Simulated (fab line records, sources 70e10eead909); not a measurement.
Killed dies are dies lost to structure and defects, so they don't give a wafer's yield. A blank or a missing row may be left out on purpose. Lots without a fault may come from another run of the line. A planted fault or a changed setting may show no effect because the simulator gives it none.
fab line records | flow nand_harc
record lots=6 wafers=18 last_day=32
route steps=1302 shown A_DECK1_JOINT@539 A_ONON_D2@545 END@1302
lots that met no fault: from a run of the same line without faults
start_h: hours from the record's first day to the start of the lot's first wafer shown | wait_h: hours since the lot's step before | " the same as in the row above | L1.1+2: a row that stands for several wafers | - no value, or no start given | * or withheld: withheld | < > ~ a bound
route shown NAME@n: a module of which the file shows steps, and the number in the route of the first | usual: mean/standard deviation of fault-free wafers | same: alike in all rows | chamber/n: place in a boat | sites: the reading at each site | _std_site: their standard deviation | _edge_site: outer sites' mean less inner sites' | radius_mm: how far each site lies from the wafer's centre | mask NAME#n: copy n | behind: the tool/chamber that last shaped the wafer | hold: why the lot was held/for how many hours/how that ended | device: the transistor (n, p or np) that didn't switch | end of line: the same wafers' tests at the end of the route | a step without rows: its recipe alone | killed: dies lost to structure and defects at the first sort, not the wafer's yield | map: a wafer's dies, x killed, . not, _ none there
set.NAME: the setting as run; set.NAME@STEP: as run at that earlier step | model.NAME: the simulator's own value behind a step, which no gauge read
lots at some steps of the route; a table a step, a row a wafer
services: from which hour (start_h, from the record's first day; less than 0 if before it) a tool's chamber was out of use, for how many hours, and why
## steps
# step NHARC_A_DECK1_JOINT_CMP_02
# recipe material=SiOx
# usual motor_current_A=12.1/1.2
# columns lot.wafer tool chamber start_h wait_h motor_current_A
L151.4 cmp-03 2 300.34 0.4 11.5
L151.1 " 0 " " 10.9
L151.6 " 2 " " 10.9
L153.1 cmp-02 2 322.33 0.4 10.8
L153.2 " 3 " " 11.6
L153.3 " 1 " " 13.7
L157.1 cmp-03 2 350.63 0.4 11.0
L157.6 " 1 " " 13.0
L157.5 " 2 " " 10.4
L159.2 cmp-02 2 377.11 0.4 9.9
L159.4 " 3 " " 12.6
L159.5 " 3 " " 12.2
L163.1 cmp-03 1 417.17 0.4 12.4
L163.4 " 3 " " 13.8
L163.6 " 1 " " 13.0
L169.1 cmp-02 0 483.71 0.4 11.5
L169.5 " 2 " " 11.0
L169.6 " 3 " " 12.1
# step NHARC_A_DECK1_JOINT_SRD_15
# step NHARC_A_DECK1_JOINT_DEP_16
# recipe target_thk_a=450 temp_c=400 pressure_torr=6.5 rf_w=900 teos_flow_sccm=161.4 flow_sccm=2650 target_thk_nm=45 gas=O2 material=SiO2
# usual heater_power_w=531/77 susceptor_temp_C=400.03/0.22 throttle_valve_pct=15.8/0.5
# columns lot.wafer tool chamber start_h wait_h heater_power_w susceptor_temp_C throttle_valve_pct
L151.1 pecvd-02 1 300.73 0.1 613 400.29 15.5
L151.6 " 2 " " 470 400.14 16.0
L151.4 " 0 " " 407 400.31 15.5
L153.2 pecvd-03 2 322.72 0.1 611 399.91 15.3
L153.1 " 0 " " 514 400.16 16.0
L153.3 " 1 " " 570 399.86 15.3
L157.1 pecvd-02 1 351.19 0.3 538 399.59 15.5
L157.6 " 2 " " 412 399.79 16.1
L157.5 " 1 " " 554 399.81 15.6
L159.2 pecvd-02 1 377.52 0.1 641 399.62 15.6
L159.4 " 1 " " 658 400.02 15.6
L159.5 " 2 " " 372 399.93 16.1
L163.1 pecvd-03 2 417.62 0.1 654 400.26 15.6
L163.6 " 0 " " 476 399.95 16.5
L163.4 " 2 " " 667 400.13 15.7
L169.1 pecvd-03 0 484.10 0.1 473 399.81 16.6
L169.5 " 1 " " 666 400.05 15.1
L169.6 " 2 " " 650 400.04 16.0
# step NHARC_A_DECK1_JOINT_THK_MEAS_17
# recipe thk_meas_gauge=ellipsometry
# usual thk_nm=45.1/1.2
# columns lot.wafer tool chamber start_h wait_h thk_nm
L151.1 film_metro-02 - 301.01 0.3 43.1
L151.4 " - " " 47.1
L151.6 " - " " 47.1
L153.1 film_metro-02 - 323.00 0.2 46.0
L153.2 " - " " 45.5
L153.3 " - " " 44.8
L157.1 film_metro-02 - 351.41 0.2 43.7
L157.5 " - " " 44.4
L157.6 " - " " 43.4
L159.2 film_metro-01 - 377.80 0.3 43.4
L159.4 " - " " 43.7
L159.5 " - " " 44.2
L163.1 film_metro-01 - 417.84 0.2 46.1
L163.4 " - " " 45.3
L163.6 " - " " 45.3
L169.1 film_metro-01 - 484.32 0.2 45.1
L169.5 " - " " 45.9
L169.6 " - " " 45.9
# step NHARC_A_DECK1_JOINT_INSPECT_05
# usual raw_defect_count=321/110
# columns lot.wafer tool chamber start_h wait_h raw_defect_count
L151.1 defect_inspect-02 - 301.04 0.0 205
L151.4 " - " " 291
L151.6 " - " " 323
L153.1 defect_inspect-01 - 323.03 0.0 344
L153.2 " - " " 267
L153.3 " - " " 229
L157.1 defect_inspect-01 - 351.45 0.0 221
L157.5 " - " " 277
L157.6 " - " " 185
L159.2 defect_inspect-02 - 377.84 0.0 273
L159.4 " - " " 355
L159.5 " - " " 374
L163.1 defect_inspect-01 - 417.87 0.0 523
L163.4 " - " " 613
L163.6 " - " " 327
L169.1 defect_inspect-02 - 484.35 0.0 166
L169.5 " - " " 215
L169.6 " - " " 206
# step NHARC_A_ONON_D2_DEP_00
# recipe target_thk_a=10000 n2_flow_sccm=2750 n2o_flow_sccm=2000 nh3_flow_sccm=500 sih4_flow_sccm=210 temp_c=400
# step NHARC_A_ONON_D2_THK_MEAS_02
# recipe thk_meas_gauge=ellipsometry
# usual thk_nm=998/9.3
# columns lot.wafer tool chamber start_h wait_h thk_nm
L151.1 film_metro-01 - 301.62 - 994
L151.4 " - " " 995
L151.6 " - " " 993
L153.1 film_metro-01 - 323.61 - 988
L153.2 " - " " 989
L153.3 " - " " 988
L157.1 film_metro-01 - 352.02 - 985
L157.5 " - " " 986
L157.6 " - " " 984
L159.2 film_metro-01 - 378.42 - 1016
L159.4 " - " " 1018
L159.5 " - " " 1016
L163.1 film_metro-01 - 418.45 - 990
L163.4 " - " " 990
L163.6 " - " " 990
L169.1 film_metro-01 - 484.93 - 1009
L169.5 " - " " 1008
L169.6 " - " " 1010
# step NHARC_A_ONON_D2_DEP_03
# recipe target_thk_a=10000 n2_flow_sccm=2750 n2o_flow_sccm=2000 nh3_flow_sccm=500 sih4_flow_sccm=210 temp_c=400
# step NHARC_A_ONON_D2_THK_MEAS_05
# recipe thk_meas_gauge=ellipsometry
# usual thk_nm=1001/9.5
# columns lot.wafer tool chamber start_h wait_h thk_nm
L151.1 film_metro-02 - 302.19 - 1025
L151.4 " - " " 1023
L151.6 " - " " 1023
L153.1 film_metro-02 - 324.17 - 985
L153.2 " - " " 988
L153.3 " - " " 987
L157.1 film_metro-02 - 352.59 - 989
L157.5 " - " " 987
L157.6 " - " " 988
L159.2 film_metro-01 - 378.99 - 1007
L159.4 " - " " 1010
L159.5 " - " " 1007
L163.1 film_metro-01 - 419.01 - 993
L163.4 " - " " 994
L163.6 " - " " 993
L169.1 film_metro-01 - 485.52 - 1009
L169.5 " - " " 1009
L169.6 " - " " 1010
# step NHARC_A_ONON_D2_DEP_06
# recipe target_thk_a=10000 n2_flow_sccm=2750 n2o_flow_sccm=2000 nh3_flow_sccm=500 sih4_flow_sccm=210 temp_c=400
# step NHARC_A_ONON_D2_THK_MEAS_08
# recipe thk_meas_gauge=ellipsometry
# usual thk_nm=1001/13
# columns lot.wafer tool chamber start_h wait_h thk_nm
L151.1 film_metro-02 - 302.76 - 999
L151.4 " - " " 999
L151.6 " - " " 997
L153.1 film_metro-01 - 324.74 - 990
L153.2 " - " " 990
L153.3 " - " " 988
L157.1 film_metro-01 - 353.15 - 1014
L157.5 " - " " 1012
L157.6 " - " " 1013
L159.2 film_metro-01 - 379.55 - 1004
L159.4 " - " " 1003
L159.5 " - " " 1004
L163.1 film_metro-02 - 419.58 - 979
L163.4 " - " " 979
L163.6 " - " " 980
L169.1 film_metro-01 - 486.09 - 1018
L169.5 " - " " 1018
L169.6 " - " " 1016
# step NHARC_A_ONON_D2_DEP_09
# recipe target_thk_a=10000 n2_flow_sccm=2750 n2o_flow_sccm=2000 nh3_flow_sccm=500 sih4_flow_sccm=210 temp_c=400
# usual n2_flow_sccm=2749/8.9 susceptor_temp_C=400.03/0.21
# columns lot.wafer tool chamber start_h wait_h n2_flow_sccm susceptor_temp_C
L151.1 pecvd_onon-02 0 302.81 0.1 2749 400.25
L151.4 " 0 " " 2738 400.30
L151.6 " 0 " " 2758 399.94
L153.1 pecvd_onon-02 0 324.80 0.1 2754 399.92
L153.2 " 0 " " 2752 399.74
L153.3 " 0 " " 2752 399.78
L157.1 pecvd_onon-02 0 353.21 0.1 2766 400.13
L157.5 " 0 " " 2757 400.39
L157.6 " 0 " " 2760 400.04
L159.2 pecvd_onon-02 0 379.67 0.1 2740 400.39
L159.4 " 0 " " 2741 399.76
L159.5 " 0 " " 2764 399.93
L163.1 pecvd_onon-04 0 419.64 0.1 2750 400.05
L163.4 " 0 " " 2763 399.93
L163.6 " 0 " " 2745 400.18
L169.1 pecvd_onon-03 0 486.14 0.1 2749 400.07
L169.5 " 0 " " 2740 400.14
L169.6 " 0 " " 2751 400.12
# step NHARC_A_ONON_D2_THK_MEAS_11
# recipe thk_meas_gauge=ellipsometry
# usual thk_nm=1002/7.9
# columns lot.wafer tool chamber start_h wait_h hold thk_nm
L151.1 film_metro-02 - 303.32 - - 1007
L151.4 " - " " - 1008
L151.6 " - " " - 1007
L153.1 film_metro-02 - 325.31 - - 999
L153.2 " - " " - 1000
L153.3 " - " " - 1000
L157.1 film_metro-01 - 353.72 - await_dispo/0.2h/release 1454
L157.5 " - " " await_dispo/0.2h/release 1454
L157.6 " - " " await_dispo/0.2h/release 1454
L157.1 film_metro-01 - 353.89 0.2 - 1454
L157.5 " - " " - 1452
L157.6 " - " " - 1456
L159.2 film_metro-01 - 380.11 - await_dispo/0.2h/release 1468
L159.4 " - " " await_dispo/0.2h/release 1468
L159.5 " - " " await_dispo/0.2h/release 1468
L159.2 film_metro-01 - 380.28 0.2 - 1469
L159.4 " - " " - 1469
L159.5 " - " " - 1467
L163.1 film_metro-02 - 420.15 - - 1008
L163.4 " - " " - 1009
L163.6 " - " " - 1009
L169.1 film_metro-01 - 486.65 - - 995
L169.5 " - " " - 995
L169.6 " - " " - 992
# step NHARC_END_SORT_01
# recipe temp_c=25
# usual defect_limited_yield=91.4/2.7 killed_at_array=53/18 killed_at_other=1.0/1.2 killed_at_periphery=3.6/2.4 killed_dies=58/18 killed_open=3.4/1.8 killed_short=2.3/1.5 sort_bin_2_pct=3.1/1.2 sort_bin_3_pct=0.7/0.39 sort_bin_4_pct=4.8/1.6 sort_n_pass=619/18 sort_rim_yield_pct=88/4.1 sort_yield_pct=91.4/2.7
# same gross_dies=677 sort_bin_5_pct[%]=0 sort_bin_6_pct[%]=0 sort_bin_7_pct[%]=0 sort_bin_8_pct[%]=0 sort_rim_n_gross=106.00
# columns lot.wafer tool chamber start_h wait_h defect_limited_yield[%] killed_at_array killed_at_other killed_at_periphery killed_dies killed_open killed_short sort_bin_2_pct[%] sort_bin_3_pct[%] sort_bin_4_pct[%] sort_n_pass sort_rim_yield_pct[%] sort_yield_pct[%]
L151.1 prober-01 0 579.43 2.5 90.1 63 0 4 67 5 3 3.8 1.3 4.7 610 89 90.1
L151.4 prober-01 0 581.84 3.4 86.4 86 0 6 92 6 3 6.5 0.6 6.5 585 85 86.4
L151.6 prober-01 0 583.44 4.0 87.9 77 0 5 82 4 0 4.1 2.1 5.9 595 92 87.9
L153.1 prober-01 0 628.24 2.5 92.0 51 0 3 54 4 3 1.9 0.1 5.9 623 87 92.0
L153.2 prober-01 0 629.05 2.8 91.0 55 3 3 61 5 3 2.7 1.5 4.9 616 92 91.0
L153.3 prober-01 0 629.85 3.1 91.4 53 1 4 58 1 2 3.2 0.4 4.9 619 87 91.4
L163.1 prober-01 0 716.90 2.5 88.3 74 1 4 79 5 3 3.4 1.8 6.5 598 80 88.3
L163.4 prober-01 0 719.27 3.4 86.4 88 0 4 92 2 1 4.9 0.6 8.1 585 85 86.4
L163.6 prober-01 0 720.86 4.0 88.6 71 1 5 77 0 2 5.2 0.4 5.8 600 83 88.6
L169.1 prober-02 0 765.01 2.5 93.2 45 0 1 46 0 2 1.5 0.6 4.7 631 85 93.2
L169.5 prober-02 0 768.17 3.7 93.6 41 0 2 43 4 1 2.4 0.1 3.8 634 88 93.6
L169.6 prober-02 0 768.96 4.0 93.8 37 0 5 42 4 2 1.6 0.6 4.0 635 89 93.8
# killed by level:class
L151.1 A_CHANNEL_HOLE_D1:chamber_film_flake=19 A_CHANNEL_HOLE_D2:chamber_film_flake=18 A_SLIT:chamber_film_flake=14 A_STAIRCASE:chamber_film_flake=3 A_CONTACT:geometric_particle:open=2 P_CONTACT:geometric_particle:short=1 A_CHANNEL_HOLE_D1:geometric_particle:short=1 P_STI:chamber_film_flake=1
L151.4 A_CHANNEL_HOLE_D2:chamber_film_flake=32 A_CHANNEL_HOLE_D1:chamber_film_flake=28 A_SLIT:chamber_film_flake=15 P_GATE:chamber_film_flake=3 A_CONTACT:chamber_film_flake=3 A_STAIRCASE:chamber_film_flake=2 P_CONTACT:geometric_particle:open=1 P_CONTACT:geometric_particle:short=1
L151.6 A_CHANNEL_HOLE_D1:chamber_film_flake=28 A_CHANNEL_HOLE_D2:chamber_film_flake=23 A_SLIT:chamber_film_flake=19 A_STAIRCASE:chamber_film_flake=4 P_M0:geometric_particle:open=2 P_STI:chamber_film_flake=2 A_WL_FILL:geometric_particle:open=1 A_M0:geometric_particle:open=1
L153.1 A_CHANNEL_HOLE_D1:chamber_film_flake=20 A_STAIRCASE:chamber_film_flake=9 A_CHANNEL_HOLE_D2:chamber_film_flake=8 A_CONTACT:chamber_film_flake=4 A_CHANNEL_FILL_D1:chamber_film_flake=3 A_ONON_D1:geometric_particle:open=2 P_M0:geometric_particle:open=1 P_M2:geometric_particle:open=1
L153.2 A_CHANNEL_HOLE_D1:chamber_film_flake=29 A_STAIRCASE:chamber_film_flake=9 A_CHANNEL_HOLE_D2:chamber_film_flake=4 A_CONTACT:chamber_film_flake=3 THIN_TSV:chamber_film_flake=3 P_M1:geometric_particle:open=1 P_M0:geometric_particle:short=1 A_ONON_D1:geometric_particle:short=1
L153.3 A_CHANNEL_HOLE_D1:chamber_film_flake=26 A_CHANNEL_HOLE_D2:chamber_film_flake=10 A_CONTACT:chamber_film_flake=5 A_STAIRCASE:chamber_film_flake=4 P_CONTACT:chamber_film_flake=2 A_SLIT:chamber_film_flake=2 A_CHANNEL_FILL_D1:chamber_film_flake=2 A_WL_FILL:chamber_film_flake=2
L163.1 A_CHANNEL_HOLE_D1:chamber_film_flake=26 A_SLIT:chamber_film_flake=19 A_CHANNEL_HOLE_D2:chamber_film_flake=10 A_CONTACT:chamber_film_flake=6 A_BONDPAD:chamber_film_flake=3 A_STAIRCASE:chamber_film_flake=2 P_GATE:geometric_particle:open=1 P_M1:geometric_particle:open=1
L163.4 A_CHANNEL_HOLE_D1:chamber_film_flake=35 A_SLIT:chamber_film_flake=22 A_CHANNEL_HOLE_D2:chamber_film_flake=10 A_BONDPAD:chamber_film_flake=8 A_CONTACT:chamber_film_flake=5 P_CONTACT:chamber_film_flake=3 A_M0:chamber_film_flake=2 A_CHANNEL_FILL_D2:chamber_film_flake=2
L163.6 A_CHANNEL_HOLE_D1:chamber_film_flake=29 A_SLIT:chamber_film_flake=22 A_CHANNEL_HOLE_D2:chamber_film_flake=8 A_CONTACT:chamber_film_flake=4 A_BONDPAD:chamber_film_flake=4 P_GATE:chamber_film_flake=2 P_CONTACT:chamber_film_flake=2 A_DECK1_JOINT:chamber_film_flake=2
L169.1 A_CHANNEL_HOLE_D2:chamber_film_flake=19 A_CHANNEL_HOLE_D1:chamber_film_flake=10 A_SLIT:chamber_film_flake=5 A_CONTACT:chamber_film_flake=5 A_ZERO_WELL:chamber_film_flake=2 A_BLC:chamber_film_flake=2 A_CHANNEL_FILL_D2:geometric_particle:short=1 A_BLC:geometric_particle:short=1
L169.5 A_CHANNEL_HOLE_D2:chamber_film_flake=14 A_CHANNEL_HOLE_D1:chamber_film_flake=9 A_BLC:chamber_film_flake=5 A_CONTACT:chamber_film_flake=4 A_STAIRCASE:chamber_film_flake=2 A_SLIT:chamber_film_flake=2 P_M0:geometric_particle:open=1 A_ONON_D1:geometric_particle:open=1
L169.6 A_CHANNEL_HOLE_D2:chamber_film_flake=14 A_CONTACT:chamber_film_flake=8 A_CHANNEL_HOLE_D1:chamber_film_flake=5 A_SLIT:chamber_film_flake=5 P_GATE:chamber_film_flake=3 P_M0:geometric_particle:open=1 P_M0:geometric_particle:short=1 A_CHANNEL_FILL_D1:geometric_particle:short=1
## services
# columns tool chamber start_h hours kind
pecvd-03 2 283.93 3.2 repair
pecvd_onon-02 - 300.47 1.0 repair
pecvd-02 - 311.24 1.2 repair
pecvd-03 0 328.59 10.6 repair
cmp-02 - 331.51 4.0 pm
cmp-03 - 343.31 0.8 repair
cmp-03 - 350.88 3.5 repair
cmp-03 - 355.07 1.0 repair
cmp-03 - 358.61 4.0 pm
cmp-02 - 360.96 2.7 repair
pecvd_onon-02 - 366.25 13.0 pm
cmp-03 - 366.76 0.5 repair
pecvd-03 - 367.44 13.0 pm
cmp-02 - 373.87 0.9 repair
pecvd-02 1 386.20 9.0 repair
cmp-02 - 405.33 1.8 repair
pecvd-02 - 408.34 13.0 pm
cmp-03 - 409.11 0.8 repair
pecvd_onon-02 - 416.51 3.2 repair
cmp-02 - 429.51 4.0 pm
cmp-03 - 454.08 0.7 repair
cmp-03 - 456.61 4.0 pm
cmp-03 - 474.78 2.8 repair
pecvd-03 - 479.78 0.7 repair
## key
first_sign step=NHARC_A_ONON_D2_THK_MEAS_11 reading=visit direction=added
effect step=NHARC_A_ONON_D2_THK_MEAS_11 reading=thk_nm direction=up sigmas=58 usual=1002 struck=1461
met_at NHARC_A_ONON_D2_DEP_09
struck_wafers L157.1,L157.5,L157.6,L159.2,L159.4,L159.5
scrapped_behind NHARC_A_ONON_D2_THK_MEAS_11 L157.1,L157.5,L157.6,L159.2,L159.4,L159.5
onset_between 324.80 353.21
also_fits NHARC_A_DECK1_JOINT_DEP_16:pecvd-02
fault kind=process_parameter_drift tool=pecvd_onon-02 chamber=0 onset_h=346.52 steps=NHARC_A_ONON_D2_DEP_09 channel=target_thk_a offset=* shape=step end_h=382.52 acts_in=* stated=*
